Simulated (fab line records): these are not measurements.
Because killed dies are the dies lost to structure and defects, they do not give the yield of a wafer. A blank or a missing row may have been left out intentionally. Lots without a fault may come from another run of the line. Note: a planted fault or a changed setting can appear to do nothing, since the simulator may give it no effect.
Which tool was responsible?	flow n5_finfet	20 lots with 60 wafers sampled at 6 steps, on a route of 1938 steps

## WHAT THE GAUGES READ, wafer by wafer
No reading from a measuring or inspecting step in the record can be judged against a usual standard deviation.

## WHAT TOOL EACH LOT RAN ON (gives the tool, then ch and the chambers of the sampled wafers, and finally the start)
lot	N5_STI_FIN_REVEAL_ETCH_34	N5_DUMMY_GATE_STRIP_41	N5_SD_EPI_N_ETCH_34	N5_SD_EPI_N_STRIP_38	N5_SD_EPI_P_ETCH_36	N5_SD_EPI_P_ETCHBACK_46
L074	rie_si-01 ch 0,1,2, day 2 13:57	rie_diel-06 ch 0,2, day 3 00:02	rie_diel-01 ch 0,1, day 3 01:46	plasma_asher-01 ch 0,1, day 3 02:31	rie_diel-06 ch 0,2, day 3 06:14	rie_diel-06 ch 0,2, day 3 06:37
L075	rie_si-02 ch 0,1,3, day 2 19:45	rie_diel-02 ch 0,1,2, day 3 05:31	rie_diel-03 ch 1,2,3, day 3 08:17	plasma_asher-01 ch 0,1, day 3 09:02	rie_diel-06 ch 0,1,3, day 3 12:39	rie_diel-06 ch 0,1,3, day 3 13:02
L077	rie_si-01 ch 0,2,3, day 3 06:44	rie_diel-06 ch 0,2,3, day 3 16:50	rie_diel-04 ch 1,3, day 3 18:44	plasma_asher-02 ch 0,1, day 3 19:29	rie_diel-06 ch 0,2, day 3 23:03	rie_diel-06 ch 0,2, day 3 23:26
L078	rie_si-02 ch 1,2, day 3 13:31	rie_diel-05 ch 0,1, day 3 23:17	rie_diel-01 ch 2,3, day 4 01:13	plasma_asher-01 ch 0,1, day 4 01:58	rie_diel-02 ch 0,2,3, day 4 05:40	rie_diel-02 ch 0,2,3, day 4 06:02
L079	rie_si-03 ch 1,2, day 3 18:38	rie_diel-06 ch 0,1,3, day 4 04:40	rie_diel-01 ch 0,1,2, day 4 07:24	plasma_asher-01 ch 0,1, day 4 08:09	rie_diel-05 ch 1,2,3, day 4 11:58	rie_diel-05 ch 1,2,3, day 4 12:21
L080	rie_si-03 ch 0,2,3, day 4 00:50	rie_diel-05 ch 0,2,3, day 4 10:40	rie_diel-01 ch 0,2,3, day 4 12:38	plasma_asher-01 ch 0,1, day 4 13:22	rie_diel-06 ch 1,2,3, day 4 18:11	rie_diel-06 ch 1,2,3, day 4 18:34
L081	rie_si-02 ch 0,1,3, day 4 06:19	rie_diel-05 ch 0,2,3, day 4 16:16	rie_diel-01 ch 0,1,2, day 4 21:29	plasma_asher-01 ch 0,1, day 4 22:14	rie_diel-02 ch 0,2,3, day 5 01:59	rie_diel-02 ch 0,2,3, day 5 02:22
L082	rie_si-02 ch 2,3, day 4 14:08	rie_diel-06 ch 2,3, day 5 01:05	rie_diel-03 ch 0,2,3, day 5 04:23	plasma_asher-02 ch 0,1, day 5 05:11	rie_diel-02 ch 0,1,3, day 5 09:03	rie_diel-02 ch 0,1,3, day 5 09:26
L083	rie_si-02 ch 0,2,3, day 4 18:59	rie_diel-05 ch 1,2,3, day 5 09:07	rie_diel-03 ch 1,2,3, day 5 11:16	plasma_asher-02 ch 0,1, day 5 12:01	rie_diel-06 ch 0,1,2, day 5 15:43	rie_diel-06 ch 0,1,2, day 5 16:06
L084	rie_si-02 ch 1,3, day 5 01:46	rie_diel-05 ch 0,1,3, day 5 12:53	rie_diel-04 ch 0,1,2, day 5 14:37	plasma_asher-01 ch 1, day 5 15:22	rie_diel-02 ch 0,2,3, day 5 19:07	rie_diel-02 ch 0,2,3, day 5 19:30
L085	rie_si-01 ch 0,1,2, day 5 09:13	rie_diel-06 ch 1,3, day 5 19:34	rie_diel-04 ch 0,2, day 5 21:38	plasma_asher-02 ch 0,1, day 5 22:23	rie_diel-06 ch 0,3, day 6 03:47	rie_diel-06 ch 0,3, day 6 04:10
L086	rie_si-02 ch 1,2,3, day 5 17:56	rie_diel-05 ch 0,1,3, day 6 03:50	rie_diel-03 ch 0,1,2, day 6 05:32	plasma_asher-01 ch 0,1, day 6 06:17	rie_diel-06 ch 0,1,3, day 6 12:01	rie_diel-06 ch 0,1,3, day 6 12:23
L088	rie_si-02 ch 0,1,2, day 5 23:24	rie_diel-02 ch 0,2, day 6 09:55	rie_diel-03 ch 1,2,3, day 6 11:47	plasma_asher-01 ch 0,1, day 6 12:32	rie_diel-02 ch 1,3, day 6 18:06	rie_diel-02 ch 1,3, day 6 18:29
L089	rie_si-01 ch 0,3, day 6 05:49	rie_diel-05 ch 2,3, day 6 15:44	rie_diel-01 ch 1,2, day 6 17:33	plasma_asher-01 ch 0,1, day 6 18:17	rie_diel-05 ch 1,3, day 7 01:13	rie_diel-05 ch 1,3, day 7 01:35
L090	rie_si-02 ch 0,1,2, day 6 12:10	rie_diel-06 ch 1,2, day 6 22:29	rie_diel-04 ch 1,2,3, day 7 00:19	plasma_asher-01 ch 0,1, day 7 01:04	rie_diel-05 ch 1,2, day 7 04:45	rie_diel-05 ch 1,2, day 7 05:08
L091	rie_si-03 ch 0,1,3, day 6 18:13	rie_diel-05 ch 1,2,3, day 7 04:23	rie_diel-04 ch 1,2,3, day 7 06:51	plasma_asher-02 ch 0,1, day 7 07:35	rie_diel-02 ch 0,3, day 7 12:19	rie_diel-02 ch 0,3, day 7 12:42
L092	rie_si-03 ch 0,1,3, day 6 23:08	rie_diel-05 ch 1,2, day 7 09:19	rie_diel-04 ch 1,2, day 7 11:08	plasma_asher-01 ch 0,1, day 7 11:53	rie_diel-06 ch 0,2,3, day 7 17:24	rie_diel-06 ch 0,2,3, day 7 17:47
L093	rie_si-02 ch 0,1,3, day 7 05:22	rie_diel-05 ch 1,2, day 7 15:12	rie_diel-04 ch 0,2, day 7 17:37	plasma_asher-02 ch 0,1, day 7 18:22	rie_diel-02 ch 0,2,3, day 7 23:40	rie_diel-02 ch 0,2,3, day 8 00:02
L094	rie_si-01 ch 1,2,3, day 7 13:01	rie_diel-02 ch 0,3, day 7 22:58	rie_diel-04 ch 1,2, day 8 00:49	plasma_asher-01 ch 0,1, day 8 01:39	rie_diel-06 ch 2,3, day 8 07:33	rie_diel-06 ch 2,3, day 8 07:56
L097	rie_si-01 ch 0,1, day 8 06:14	rie_diel-06 ch 0,1,2, day 8 16:15	rie_diel-04 ch 0,3, day 8 18:04	plasma_asher-02 ch 0,1, day 8 18:49	rie_diel-05 ch 2,3, day 8 23:23	rie_diel-05 ch 2,3, day 8 23:46
- N5_STI_FIN_REVEAL_ETCH_34: etches Si in H2, material Si, target depth 0.97 nm.
- N5_DUMMY_GATE_STRIP_41: strips in O2.
- N5_SD_EPI_N_ETCH_34: etches SiARC in CF4, target depth 45.5 nm, time 75.8 s.
- N5_SD_EPI_N_STRIP_38: strips in N2/H2.
- N5_SD_EPI_P_ETCH_36: etches SiARC in CF4, target depth 45.5 nm, time 75.8 s.
- N5_SD_EPI_P_ETCHBACK_46: etches SiNx in CH3F/O2, stops on SiO2, target depth 17.5 nm.

## AS READ BY THE TOOLS THEMSELVES (means over the sampled wafers that have a number; for cases with no such wafer, the mark the record gives instead)
N5_STI_FIN_REVEAL_ETCH_34. Usual: drypump_motor_current_A 6.1 A, standard deviation 0.56; oes_product_au 1.006 a.u., standard deviation 0.012; throttle_valve_pct 25.7 %, standard deviation 0.37.
lot	tool	drypump_motor_current_A (A)	oes_product_au (a.u.)	throttle_valve_pct (%)	flag
L074	rie_si-01	5.8	1.001	25.7	
L075	rie_si-02	6.4	1.005	26.0	
L077	rie_si-01	6.0	1.008	25.7	
L078	rie_si-02	6.7	0.997	25.5	
L079	rie_si-03	6.0	1.003	25.7	
L080	rie_si-03	5.4	1.005	25.9	
L081	rie_si-02	6.4	1.015	26.0	
L082	rie_si-02	6.2	1.006	25.5	
L083	rie_si-02	6.3	1.007	25.7	
L084	rie_si-02	6.2	1.012	25.8	
L085	rie_si-01	5.8	1.010	25.7	
L086	rie_si-02	6.5	0.999	25.7	
L088	rie_si-02	6.6	1.006	25.9	
L089	rie_si-01	6.3	1.005	25.9	
L090	rie_si-02	6.6	1.000	25.9	
L091	rie_si-03	5.2	1.010	25.7	
L092	rie_si-03	5.2	0.996	25.7	
L093	rie_si-02	6.4	1.013	26.0	
L094	rie_si-01	5.9	1.007	25.5	
L097	rie_si-01	6.1	0.998	25.9	

N5_DUMMY_GATE_STRIP_41. Usual: drypump_motor_current_A 5.7 A, standard deviation 0.53; oes_product_au 0.78 a.u., standard deviation 0.08; rf_vpp_V 3.7 V, standard deviation 0.49; showerhead_plenum_p_Torr 2.12 Torr, standard deviation 0.085; throttle_valve_pct 16.69 %, standard deviation 0.25.
lot	tool	drypump_motor_current_A (A)	oes_product_au (a.u.)	rf_vpp_V (V)	showerhead_plenum_p_Torr (Torr)	throttle_valve_pct (%)	flag
L074	rie_diel-06	5.6	0.72	3.8	2.05	16.80	
L075	rie_diel-02	5.3	0.73	3.9	2.05	16.93	
L077	rie_diel-06	5.8	0.74	3.8	2.09	16.65	
L078	rie_diel-05	6.0	0.80	3.6	2.04	16.75	
L079	rie_diel-06	6.1	0.83	3.9	2.14	16.42	
L080	rie_diel-05	5.6	0.75	3.3	2.11	16.74	
L081	rie_diel-05	5.6	0.74	4.0	2.11	16.75	
L082	rie_diel-06	6.1	0.71	4.1	2.11	16.78	
L083	rie_diel-05	5.4	0.80	3.2	2.17	16.68	
L084	rie_diel-05	5.8	0.79	3.7	2.11	16.65	
L085	rie_diel-06	6.6	0.86	3.5	2.21	16.30	
L086	rie_diel-05	5.8	0.79	3.7	2.11	16.65	
L088	rie_diel-02	5.1	0.71	3.5	2.04	16.79	
L089	rie_diel-05	5.2	0.73	4.0	2.17	16.81	
L090	rie_diel-06	6.1	0.75	3.7	2.11	16.71	
L091	rie_diel-05	5.4	0.79	3.3	2.16	16.71	
L092	rie_diel-05	5.5	0.84	3.5	2.14	16.77	
L093	rie_diel-05	5.5	0.83	3.6	2.14	16.77	
L094	rie_diel-02	5.3	0.75	3.5	2.18	16.99	
L097	rie_diel-06	5.9	0.76	3.6	2.09	16.63	

N5_SD_EPI_N_ETCH_34. Usual: drypump_motor_current_A 5.7 A, standard deviation 0.45; etch_rf_on_time_s 75.5 s, standard deviation 1.4; oes_product_au 0.66 a.u., standard deviation 0.055; rf_vpp_V 184.5 V, standard deviation 1.1; showerhead_plenum_p_Torr 2.17 Torr, standard deviation 0.059; throttle_valve_pct 15.56 %, standard deviation 0.15.
lot	tool	drypump_motor_current_A (A)	etch_rf_on_time_s (s)	oes_product_au (a.u.)	rf_vpp_V (V)	showerhead_plenum_p_Torr (Torr)	throttle_valve_pct (%)	flag
L074	rie_diel-01	5.6	74.7	0.66	185.1	2.17	15.46	
L075	rie_diel-03	5.5	75.6	0.66	184.7	2.18	15.46	
L077	rie_diel-04	5.9	75.9	0.69	185.1	2.20	15.56	
L078	rie_diel-01	5.7	73.9	0.75	183.9	2.21	15.48	
L079	rie_diel-01	5.2	74.6	0.64	184.6	2.14	15.55	
L080	rie_diel-01	5.6	74.7	0.70	184.4	2.17	15.50	
L081	rie_diel-01	5.2	74.8	0.64	183.7	2.14	15.56	
L082	rie_diel-03	5.5	75.4	0.66	184.3	2.20	15.48	
L083	rie_diel-03	5.5	75.4	0.65	184.1	2.17	15.50	
L084	rie_diel-04	6.1	76.1	0.68	184.5	2.15	15.64	
L085	rie_diel-04	6.1	77.6	0.64	185.3	2.13	15.72	
L086	rie_diel-03	5.3	76.3	0.67	183.8	2.18	15.37	
L088	rie_diel-03	5.5	75.7	0.64	184.4	2.17	15.52	
L089	rie_diel-01	5.0	74.3	0.62	183.9	2.15	15.64	
L090	rie_diel-04	6.0	75.2	0.65	184.3	2.17	15.59	
L091	rie_diel-04	6.0	76.0	0.65	185.0	2.17	15.60	
L092	rie_diel-04	6.0	76.3	0.69	183.8	2.15	15.61	
L093	rie_diel-04	6.1	76.7	0.61	184.2	2.12	15.66	
L094	rie_diel-04	6.0	76.1	0.64	185.3	2.13	15.59	
L097	rie_diel-04	6.0	76.2	0.62	184.3	2.18	15.71	

N5_SD_EPI_N_STRIP_38. Usual: drypump_motor_current_A 5.7 A, standard deviation 0.69; heater_power_w 342 W, standard deviation 17; oes_product_au 0.761 a.u., standard deviation 0.011.
lot	tool	drypump_motor_current_A (A)	heater_power_w (W)	oes_product_au (a.u.)	flag
L074	plasma_asher-01	5.7	336	0.765	
L075	plasma_asher-01	5.3	336	0.746	
L077	plasma_asher-02	6.4	347	0.764	
L078	plasma_asher-01	5.7	336	0.749	
L079	plasma_asher-01	5.7	332	0.761	
L080	plasma_asher-01	5.7	336	0.759	
L081	plasma_asher-01	5.7	331	0.764	
L082	plasma_asher-02	6.1	360	0.768	
L083	plasma_asher-02	6.1	361	0.770	
L084	plasma_asher-01	4.9	341	0.760	
L085	plasma_asher-02	6.4	345	0.754	
L086	plasma_asher-01	5.3	336	0.772	
L088	plasma_asher-01	5.7	337	0.762	
L089	plasma_asher-01	5.7	339	0.769	
L090	plasma_asher-01	5.3	337	0.770	
L091	plasma_asher-02	6.1	358	0.768	
L092	plasma_asher-01	5.7	334	0.761	
L093	plasma_asher-02	6.1	366	0.757	
L094	plasma_asher-01	5.7	333	0.754	
L097	plasma_asher-02	6.1	366	0.749	

N5_SD_EPI_P_ETCH_36. Usual: drypump_motor_current_A 5.6 A, standard deviation 0.53; etch_rf_on_time_s 76.3 s, standard deviation 1.5; oes_product_au 0.65 a.u., standard deviation 0.064; rf_vpp_V 184.3 V, standard deviation 1.3; showerhead_plenum_p_Torr 2.17 Torr, standard deviation 0.086; throttle_valve_pct 15.68 %, standard deviation 0.25.
lot	tool	drypump_motor_current_A (A)	etch_rf_on_time_s (s)	oes_product_au (a.u.)	rf_vpp_V (V)	showerhead_plenum_p_Torr (Torr)	throttle_valve_pct (%)	flag
L074	rie_diel-06	5.7	74.7	0.63	183.3	2.10	15.79	
L075	rie_diel-06	6.1	77.4	0.71	184.5	2.19	15.38	
L077	rie_diel-06	5.4	74.4	0.64	183.3	2.08	15.68	
L078	rie_diel-02	5.2	76.9	0.63	184.3	2.17	15.80	
L079	rie_diel-05	5.4	76.0	0.69	184.7	2.21	15.60	
L080	rie_diel-06	6.3	75.7	0.68	185.8	2.21	15.52	
L081	rie_diel-02	5.2	76.8	0.63	183.6	2.17	15.80	
L082	rie_diel-02	5.4	76.7	0.63	184.4	2.16	15.91	
L083	rie_diel-06	5.9	76.3	0.67	184.0	2.15	15.59	
L084	rie_diel-02	5.2	76.8	0.63	184.3	2.17	15.82	
L085	rie_diel-06	5.6	76.2	0.64	183.8	2.11	15.55	
L086	rie_diel-06	6.1	77.6	0.68	184.6	2.18	15.41	
L088	rie_diel-02	5.6	77.4	0.61	182.7	2.08	15.97	
L089	rie_diel-05	5.7	76.6	0.71	184.7	2.20	15.50	
L090	rie_diel-05	5.2	76.8	0.66	184.7	2.20	15.82	
L091	rie_diel-02	5.3	76.4	0.64	184.4	2.22	15.92	
L092	rie_diel-06	5.8	76.9	0.61	184.2	2.13	15.68	
L093	rie_diel-02	5.2	76.8	0.69	185.0	2.25	15.69	
L094	rie_diel-06	6.0	75.7	0.60	184.3	2.15	15.81	
L097	rie_diel-05	5.4	76.2	0.62	185.5	2.22	15.64	

N5_SD_EPI_P_ETCHBACK_46. Usual: drypump_motor_current_A 5.7 A, standard deviation 0.54; oes_product_au 0.66 a.u., standard deviation 0.063; rf_vpp_V 299 V, standard deviation 4.2; showerhead_plenum_p_Torr 2.02 Torr, standard deviation 0.084; throttle_valve_pct 16.40 %, standard deviation 0.26.
lot	tool	drypump_motor_current_A (A)	oes_product_au (a.u.)	rf_vpp_V (V)	showerhead_plenum_p_Torr (Torr)	throttle_valve_pct (%)	flag
L074	rie_diel-06	5.6	0.62	295	1.95	16.47	
L075	rie_diel-06	6.1	0.72	301	2.04	16.10	
L077	rie_diel-06	5.4	0.64	297	1.94	16.39	
L078	rie_diel-02	5.2	0.64	298	2.02	16.52	
L079	rie_diel-05	5.4	0.69	301	2.07	16.36	
L080	rie_diel-06	6.4	0.68	299	2.06	16.18	
L081	rie_diel-02	5.2	0.64	298	2.02	16.53	
L082	rie_diel-02	5.4	0.64	294	2.02	16.61	
L083	rie_diel-06	5.8	0.67	297	2.00	16.28	
L084	rie_diel-02	5.2	0.63	298	2.02	16.54	
L085	rie_diel-06	5.6	0.65	300	1.97	16.28	
L086	rie_diel-06	6.1	0.69	300	2.04	16.14	
L088	rie_diel-02	5.6	0.62	294	1.94	16.68	
L089	rie_diel-05	5.7	0.71	303	2.04	16.21	
L090	rie_diel-05	5.2	0.67	299	2.06	16.60	
L091	rie_diel-02	5.3	0.64	294	2.07	16.62	
L092	rie_diel-06	5.8	0.62	299	1.98	16.38	
L093	rie_diel-02	5.2	0.71	299	2.10	16.42	
L094	rie_diel-06	6.1	0.60	296	2.00	16.47	
L097	rie_diel-05	5.4	0.62	299	2.09	16.41	

## THE ANSWER, worked out from the rows above alone
Rule: a lot is off if the mean of its wafers that have a number lies more than 3 standard deviations from the usual mean. A lot without any number at a reading at which 4 lots or more have one is off too. Where the step has rows for the other lots, those lots are counted as sound. First the gauges in route order, then the tools' own readings, where a lot's mean is used as printed above. At the first step where some lot is off, the reading lying furthest off is the one used; lots without a number count as furthest.
Across all readings shown, no lot is off: no conclusion can be drawn from this.

## WHAT HAD BEEN PUT IN BY THE SIMULATOR
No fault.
